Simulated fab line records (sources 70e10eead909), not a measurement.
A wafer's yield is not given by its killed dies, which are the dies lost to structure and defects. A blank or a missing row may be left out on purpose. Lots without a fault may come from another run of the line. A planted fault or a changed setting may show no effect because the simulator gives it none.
fab line records | flow nand_harc
[record] lots = 12 | wafers = 36 | last_day = 34
route steps=1302 shown P_M2@333
lots that met no fault: from a run of the same line without faults
start_h: the number of hours between the record's first day and the start of the first shown wafer of the lot | wait_h: hours elapsed since this lot's preceding step | " the same as in the row above | L1.1+2: one row covering several wafers at once | - no value, or no start given | * or withheld: withheld | < > ~ a bound
route shown NAME@n: a module of which the file shows steps, and the number in the route of the first | usual: the fault-free wafers' mean and standard deviation | same: alike in all rows | chamber/n: place in a boat | sites: readings site by site | _std_site: how widely they spread, as a standard deviation | _edge_site: outer sites' mean less inner sites' | radius_mm: for every site, how far away it sits from the centre of the wafer | mask NAME#n: copy n | behind: the tool/chamber that last shaped the wafer | hold: why the lot was held/for how many hours/how that ended | device: whichever transistor did not switch (one of n, p or np) | end of line: tests of these same wafers at the route's end | a step given without rows: its recipe and nothing more | killed: the dies lost at the first sort to structure and to defects; this is not the yield of the wafer | map: per-die view of a wafer (x killed, . not killed, _ where there is no die)
set.NAME: the setting that was run; set.NAME@STEP: the one run at that earlier step | model.NAME: the simulator's own value behind a step, which no gauge read
the route's steps for a sample of lots (tables are steps, rows are wafers)
services: the hour from which a tool's chamber was out of use, counted from the record's first day as start_h (under 0 if before that day), plus the number of hours and why
[[steps]]
[step NHARC_P_M2_ETCH_15]
[recipe] target_depth_a = 1825 | time_s = 91.2 | c4f8_flow_sccm = withheld | ar_flow_sccm = 400 | rf_w = 600 | bias_w = 300 | chemistry = C4F8/Ar
[usual] bias_w = 300.0/0.91 | oes_product_au = 0.931/0.021 | rf_vpp_V = 441.0/2
lot.wafer | tool        | chamber | start_h | wait_h | bias_w | oes_product_au | rf_hours_counter_h | rf_vpp_V
L789.1    | rie_diel-05 | 3       | -       | -      | 301.5  | 0.932          | 2                  | 441.5
L789.4    | "           | 1       | "       | "      | 298.2  | 0.913          | 3                  | 441.6
L789.6    | "           | 3       | "       | "      | 301.9  | 0.929          | -                  | 441.1
L790.3    | rie_diel-05 | 3       | -       | -      | 299.8  | 0.951          | 2                  | 441.5
L790.6    | "           | 0       | "       | "      | 300.0  | 0.935          | -                  | 442.0
L790.5    | "           | 1       | "       | "      | 300.5  | 0.926          | -                  | 443.3
L791.3    | rie_diel-13 | 1       | -       | -      | 299.3  | 0.917          | 6                  | 440.0
L791.5    | "           | 3       | "       | "      | 300.9  | 0.917          | -                  | 444.1
L791.6    | "           | 0       | "       | "      | 299.6  | 0.935          | -                  | 442.6
L792.2    | rie_diel-01 | 0       | -       | -      | 300.7  | 0.929          | 11                 | 439.1
L792.3    | "           | 3       | "       | "      | 300.1  | 0.933          | 10                 | 437.4
L792.5    | "           | 1       | "       | "      | 299.6  | 0.943          | -                  | 441.1
L795.3    | rie_diel-01 | 1       | -       | -      | 302.1  | 0.942          | 13                 | 441.2
L795.1    | "           | 3       | "       | "      | 300.3  | 0.930          | 12                 | 437.1
L795.5    | "           | 1       | "       | "      | 300.5  | 0.934          | -                  | 442.4
L798.2    | rie_diel-01 | 3       | -       | -      | 299.6  | 0.964          | 1                  | 439.0
L798.6    | "           | 0       | "       | "      | 300.9  | 0.942          | -                  | 439.4
L798.5    | "           | 1       | "       | "      | 299.5  | 0.976          | -                  | 441.6
L800.3    | rie_diel-13 | 1       | -       | -      | 300.6  | 0.983          | 3                  | 438.6
L800.5    | "           | 3       | "       | "      | 298.7  | 0.936          | -                  | 444.7
L800.4    | "           | 1       | "       | "      | 299.3  | 0.981          | -                  | 438.7
L802.2    | rie_diel-05 | 2       | -       | -      | 300.0  | 0.918          | 1                  | 440.7
L802.4    | "           | 3       | "       | "      | 299.8  | 0.913          | 1                  | 441.8
L802.1    | "           | 0       | "       | "      | 299.4  | 0.911          | 1                  | 442.4
L803.4    | rie_diel-01 | 0       | -       | -      | 301.1  | 0.919          | 4                  | 439.7
L803.3    | "           | 2       | "       | "      | 300.5  | 0.908          | 3                  | 443.3
L803.6    | "           | 0       | "       | "      | 300.9  | 0.916          | -                  | 438.8
L810.2    | rie_diel-01 | 3       | -       | -      | 301.5  | 0.940          | 5                  | 438.2
L810.1    | "           | 0       | "       | "      | 300.4  | 0.920          | 8                  | 439.4
L810.3    | "           | 2       | "       | "      | 299.5  | 0.916          | 7                  | 443.9
L811.4    | rie_diel-01 | 1       | -       | -      | 300.4  | 0.912          | 8                  | 439.6
L811.3    | "           | 3       | "       | "      | 299.2  | 0.972          | 6                  | 437.2
L811.1    | "           | 0       | "       | "      | 298.9  | 0.918          | 8                  | 438.7
L812.2    | rie_diel-05 | 1       | -       | -      | 299.2  | 0.915          | 8                  | 444.4
L812.6    | "           | 0       | "       | "      | 302.0  | 0.920          | -                  | 441.1
L812.5    | "           | 1       | "       | "      | 299.1  | 0.906          | -                  | 441.6
[step NHARC_P_M2_PVD_20]
[recipe] target_thk_a = 50 | bias_v = 168.6 | power_w = 15000 | chamber_pressure_pa = 0.12 | time_s = 8.06 | substrate_temp_c = 50 | material = TaN
[usual] cathode_dc_power_W = 15000/2.6 | chamber_pressure_pa = 0.12001/0.00027 | throttle_valve_pct = 30.2/0.93
lot.wafer | tool           | chamber | start_h | wait_h | cathode_dc_power_W | chamber_pressure_pa | throttle_valve_pct
L789.1    | pvd_sputter-01 | -       | -       | -      | 15001              | 0.11988             | 28.7
L789.4    | "              | -       | "       | "      | 14999              | 0.11963             | 29.6
L789.6    | "              | -       | "       | "      | 15000              | 0.1208              | 30.1
L790.3    | pvd_sputter-02 | -       | -       | -      | 15004              | 0.12011             | 29.1
L790.5    | "              | -       | "       | "      | 14999              | 0.12007             | 29.4
L790.6    | "              | -       | "       | "      | 15001              | 0.12026             | 30.5
L791.3    | pvd_sputter-02 | -       | -       | -      | 15000              | 0.11969             | 29.7
L791.5    | "              | -       | "       | "      | 15001              | 0.12013             | 29.5
L791.6    | "              | -       | "       | "      | 15001              | 0.11967             | 29.2
L792.3    | pvd_sputter-03 | -       | -       | -      | 15002              | 0.11977             | 29.3
L792.2    | "              | -       | "       | "      | 15001              | 0.12008             | 31.3
L792.5    | "              | -       | "       | "      | 14997              | 0.11973             | 29.8
L795.3    | pvd_sputter-02 | -       | -       | -      | 15001              | 0.11988             | 29.3
L795.1    | "              | -       | "       | "      | 14996              | 0.12048             | 31.9
L795.5    | "              | -       | "       | "      | 14999              | 0.11992             | 29.4
L798.2    | pvd_sputter-03 | -       | -       | -      | 14995              | 0.11979             | 31.2
L798.5    | "              | -       | "       | "      | 15000              | 0.12027             | 30.6
L798.6    | "              | -       | "       | "      | 15003              | 0.12006             | 29.3
L800.4    | pvd_sputter-02 | -       | -       | -      | 15000              | 0.11965             | 29.4
L800.3    | "              | -       | "       | "      | 15000              | 0.1203              | 29.4
L800.5    | "              | -       | "       | "      | 15005              | 0.11977             | 31.1
L802.2    | pvd_sputter-02 | -       | -       | -      | 15002              | 0.12028             | 31.9
L802.1    | "              | -       | "       | "      | 15000              | 0.12064             | 29.6
L802.4    | "              | -       | "       | "      | 15002              | 0.12029             | 29.3
L803.4    | pvd_sputter-03 | -       | -       | -      | 15003              | 0.12002             | 31.3
L803.3    | "              | -       | "       | "      | 14999              | 0.12042             | 29.0
L803.6    | "              | -       | "       | "      | 15000              | 0.12012             | 31.2
L810.2    | pvd_sputter-01 | -       | -       | -      | 14998              | 0.11963             | 30.7
L810.1    | "              | -       | "       | "      | 14998              | 0.12029             | 29.5
L810.3    | "              | -       | "       | "      | 15001              | 0.12013             | 29.5
L811.3    | pvd_sputter-01 | -       | -       | -      | 15002              | 0.12003             | 29.4
L811.4    | "              | -       | "       | "      | 14999              | 0.11996             | 29.3
L811.1    | "              | -       | "       | "      | 14996              | 0.12009             | 29.5
L812.2    | pvd_sputter-02 | -       | -       | -      | 14999              | 0.11979             | 29.2
L812.6    | "              | -       | "       | "      | 14999              | 0.11966             | 29.9
L812.5    | "              | -       | "       | "      | 15002              | 0.11986             | 31.3
[step NHARC_P_M2_ECD_22]
[recipe] target_thk_a = 4000 | bath_temp_c = 25 | material = Cu
lot.wafer  | tool      | chamber | start_h | wait_h
L789.1+4+6 | ecd_cu-02 | 1,0,1   | 139.24  | -
L790.3+6+5 | ecd_cu-02 | 1,0,1   | 142.01  | -
L791.3+6+5 | ecd_cu-01 | 1,0,1   | 151.87  | -
L792.2+3+5 | ecd_cu-01 | 0,1,0   | 168.61  | -
L795.1+3+5 | ecd_cu-02 | 1,1,0   | 195.11  | -
L798.2+5+6 | ecd_cu-02 | 0,0,1   | 232.19  | -
L800.3+4+5 | ecd_cu-01 | 0,1,0   | 243.67  | -
L802.2+1+4 | ecd_cu-01 | 0,1,0   | 257.67  | -
L803.4+3+6 | ecd_cu-01 | 0,1,1   | 276.64  | -
L810.2+1+3 | ecd_cu-02 | 0,1,0   | 339.43  | -
L811.1+3+4 | ecd_cu-02 | 0,1,0   | 349.65  | -
L812.2+6+5 | ecd_cu-02 | 0,1,0   | 368.72  | -
[step NHARC_P_M2_ANNEAL_31]
[recipe] temp_c = 225 | time_s = 90
[usual] wafer_temp_C_max = 226.0/0.43
lot.wafer | tool          | chamber | start_h | wait_h | wafer_temp_C_max
L789.1    | rtp_anneal-02 | 0       | 139.56  | 0.3    | 226.3
L789.4    | "             | 0       | "       | "      | 226.2
L789.6    | "             | 0       | "       | "      | 226.2
L790.3    | rtp_anneal-02 | 0       | 142.34  | -      | 227.1
L790.5    | "             | 0       | "       | "      | 226.5
L790.6    | "             | 0       | "       | "      | 227.0
L791.3    | rtp_anneal-02 | 0       | 152.20  | -      | 226.1
L791.5    | "             | 0       | "       | "      | 226.7
L791.6    | "             | 0       | "       | "      | 226.8
L792.2    | rtp_anneal-01 | 0       | 168.99  | 0.3    | 225.7
L792.3    | "             | 0       | "       | "      | 225.9
L792.5    | "             | 0       | "       | "      | 225.8
L795.1    | rtp_anneal-01 | 0       | 195.44  | 0.3    | 225.7
L795.3    | "             | 0       | "       | "      | 225.5
L795.5    | "             | 0       | "       | "      | 225.6
L798.2    | rtp_anneal-01 | 0       | 232.63  | 0.4    | 225.4
L798.5    | "             | 0       | "       | "      | 225.6
L798.6    | "             | 0       | "       | "      | 225.8
L800.3    | rtp_anneal-01 | 0       | 244.05  | 0.3    | 225.9
L800.4    | "             | 0       | "       | "      | 225.8
L800.5    | "             | 0       | "       | "      | 226.3
L802.1    | rtp_anneal-01 | 0       | 258.04  | 0.3    | 225.9
L802.2    | "             | 0       | "       | "      | 226.0
L802.4    | "             | 0       | "       | "      | 225.7
L803.3    | rtp_anneal-01 | 0       | 277.02  | 0.3    | 225.8
L803.4    | "             | 0       | "       | "      | 225.6
L803.6    | "             | 0       | "       | "      | 225.8
L810.1    | rtp_anneal-01 | 0       | 339.81  | 0.3    | 225.8
L810.2    | "             | 0       | "       | "      | 226.3
L810.3    | "             | 0       | "       | "      | 225.5
L811.1    | rtp_anneal-02 | 0       | 349.98  | -      | 227.0
L811.3    | "             | 0       | "       | "      | 226.4
L811.4    | "             | 0       | "       | "      | 225.9
L812.2    | rtp_anneal-02 | 0       | 369.10  | -      | 226.2
L812.5    | "             | 0       | "       | "      | 226.5
L812.6    | "             | 0       | "       | "      | 226.2
[step NHARC_P_M2_CMP_23]
[recipe] t_overpolish_s = 20 | target_thk_nm = 144.3
[usual] motor_current_A = 12.7/1.4 | time_to_endpoint_s = 29.3/2.8
lot.wafer | tool   | chamber | start_h | wait_h | motor_current_A | time_to_endpoint_s
L789.1    | cmp-04 | 1       | 139.91  | -      | 13.0            | 24.6
L789.4    | "      | 2       | "       | "      | 13.9            | 26.5
L789.6    | "      | 2       | "       | "      | 13.0            | 28.3
L790.3    | cmp-04 | 3       | 142.67  | -      | 13.9            | 27.5
L790.5    | "      | 0       | "       | "      | 12.9            | 27.8
L790.6    | "      | 1       | "       | "      | 13.4            | 25.3
L791.3    | cmp-04 | 0       | 152.44  | -      | 12.4            | 29.8
L791.5    | "      | 0       | "       | "      | 13.2            | 28.6
L791.6    | "      | 1       | "       | "      | 12.8            | 25.4
L792.2    | cmp-02 | 0       | 169.31  | -      | 15.1            | 33.2
L792.3    | "      | 2       | "       | "      | 11.2            | 24.4
L792.5    | "      | 0       | "       | "      | 15.4            | 33.5
L795.3    | cmp-04 | 3       | 195.81  | -      | 13.9            | 24.3
L795.1    | "      | 0       | "       | "      | 12.8            | 30.8
L795.5    | "      | 3       | "       | "      | 14.0            | 24.1
L798.2    | cmp-04 | 1       | 232.92  | -      | 13.2            | 27.8
L798.5    | "      | 1       | "       | "      | 13.4            | 27.6
L798.6    | "      | 2       | "       | "      | 13.3            | 31.1
L800.4    | cmp-04 | 2       | 244.33  | -      | 13.1            | 32.3
L800.3    | "      | 3       | "       | "      | 13.9            | 28.2
L800.5    | "      | 2       | "       | "      | 12.8            | 28.5
L802.2    | cmp-04 | 1       | 258.42  | -      | 13.3            | 43.2
L802.4    | "      | 2       | "       | "      | 13.1            | 45.4
L802.1    | "      | 3       | "       | "      | 14.6            | 44.7
L803.3    | cmp-04 | 3       | 277.26  | -      | 13.1            | 44.9
L803.4    | "      | 1       | "       | "      | 13.2            | 42.7
L803.6    | "      | 3       | "       | "      | 14.3            | 41.9
L810.2    | cmp-04 | 1       | 340.15  | -      | 13.6            | 27.9
L810.3    | "      | 2       | "       | "      | 13.3            | 29.0
L810.1    | "      | 3       | "       | "      | 14.0            | 28.5
L811.4    | cmp-04 | 3       | 350.32  | -      | 14.1            | 28.3
L811.3    | "      | 1       | "       | "      | 13.7            | 27.2
L811.1    | "      | 2       | "       | "      | 13.5            | 32.6
L812.2    | cmp-03 | 1       | 369.39  | -      | 12.1            | 25.4
L812.6    | "      | 1       | "       | "      | 11.3            | 28.2
L812.5    | "      | 2       | "       | "      | 11.2            | 26.6
[[services]]
tool           | chamber | start_h | hours | kind
rie_diel-01    | 1       | 117.23  | 4.0   | repair
ecd_cu-02      | -       | 118.54  | 1.0   | repair
rie_diel-05    | 0       | 124.24  | 5.2   | repair
rie_diel-01    | 2       | 139.04  | 7.3   | repair
ecd_cu-01      | -       | 160.00  | 8.0   | pm
pvd_sputter-02 | -       | 195.39  | 2.0   | repair
ecd_cu-01      | -       | 202.59  | 3.2   | repair
rie_diel-01    | -       | 203.80  | 9.0   | pm
cmp-04         | -       | 209.16  | 4.0   | pm
pvd_sputter-02 | -       | 217.84  | 1.8   | repair
pvd_sputter-02 | -       | 220.78  | 1.4   | repair
ecd_cu-01      | -       | 228.74  | 0.9   | repair
pvd_sputter-02 | -       | 229.21  | 1.2   | repair
rie_diel-01    | -       | 233.51  | 2.1   | repair
ecd_cu-02      | -       | 244.14  | 8.0   | pm
ecd_cu-02      | -       | 269.56  | 0.3   | repair
pvd_sputter-02 | -       | 271.34  | 6.3   | repair
pvd_sputter-02 | -       | 282.00  | 10.0  | pm
ecd_cu-01      | -       | 296.94  | 1.8   | repair
cmp-04         | -       | 307.16  | 4.0   | pm
rie_diel-01    | 3       | 324.84  | 8.7   | repair
ecd_cu-01      | -       | 336.00  | 8.0   | pm
cmp-04         | -       | 349.63  | 0.3   | repair
rie_diel-01    | 1       | 359.30  | 1.2   | repair
[[key]]
[first_sign] step = NHARC_P_M2_CMP_23 | reading = time_to_endpoint_s | direction = up | sigmas = 5.2 | usual = * | struck = *
effect none on later readings
met_at NHARC_P_M2_ECD_22
struck_lots L802,L803
not_acting_at NHARC_P_M2_ETCH_15,NHARC_P_M2_PVD_20,NHARC_P_M2_ANNEAL_31
onset_between 243.67 257.67
[fault] kind = process_parameter_drift | tool = ecd_cu-01 | chamber = - | onset_h = 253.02 | steps = NHARC_P_M2_ECD_22 | channel = target_thk_a | offset = * | shape = step | end_h = 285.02 | acts_in = * | stated = *
